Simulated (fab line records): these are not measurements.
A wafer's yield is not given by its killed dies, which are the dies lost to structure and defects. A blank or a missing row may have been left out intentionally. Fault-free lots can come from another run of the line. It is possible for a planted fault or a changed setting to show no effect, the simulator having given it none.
Chamber matching | flow n5 finfet | N5_BEOL_M0_SAQP_PECVD_04 on pecvd-01: 3 sister chambers
The step deposits a-Si from SiH4/He, target thk 60 nm, time 60.2 s. 3 wafers are shown with their chamber, then 8 later ones without.

WAFERS PAIRED WITH THEIR CHAMBERS
wafer  | chamber | throttle valve pct (%)
L086.5 | 2       | 17.4
L089.6 | 0       | 17.7
L090.1 | 1       | 20.3

WAFERS WHOSE CHAMBER IS MISSING
wafer  | throttle valve pct (%)
L090.2 | 17.6
L090.4 | 20.3
L093.1 | 17.8
L093.2 | 17.7
L093.5 | 20.5
L096.3 | 17.9
L096.5 | 17.8
L096.6 | 17.4

WHICH CHAMBER EACH ONE RAN IN
wafer  | from the rows above     | in truth
L090.2 | can't be placed: 0 or 2 | 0
L090.4 | 1                       | 1
L093.1 | 0                       | 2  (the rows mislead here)
L093.2 | 0                       | 0
L093.5 | 1                       | 1
L096.3 | 0                       | 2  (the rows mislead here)
L096.5 | 0                       | 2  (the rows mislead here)
L096.6 | 2                       | 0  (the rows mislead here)
Placed correctly: 3 of 8. Can't be placed from these rows: 1 (the true chamber is among the candidates in 1). Number placed wrongly: 4.
How it was worked out, from the rows above alone: a wafer's distance from a chamber is the root of the sum, over the readings, of the square of ((its reading less the chamber's mean) divided by the reading's scatter). The wafer belongs to the nearest chamber; if the next one is less than 2 further off, it can't be placed. For every chamber, the mean is computed from those of its wafers that are shown. The scatter (one wafer shown for each chamber): square how far every hidden wafer sits from the nearest shown wafer, average those squares and take the square root.
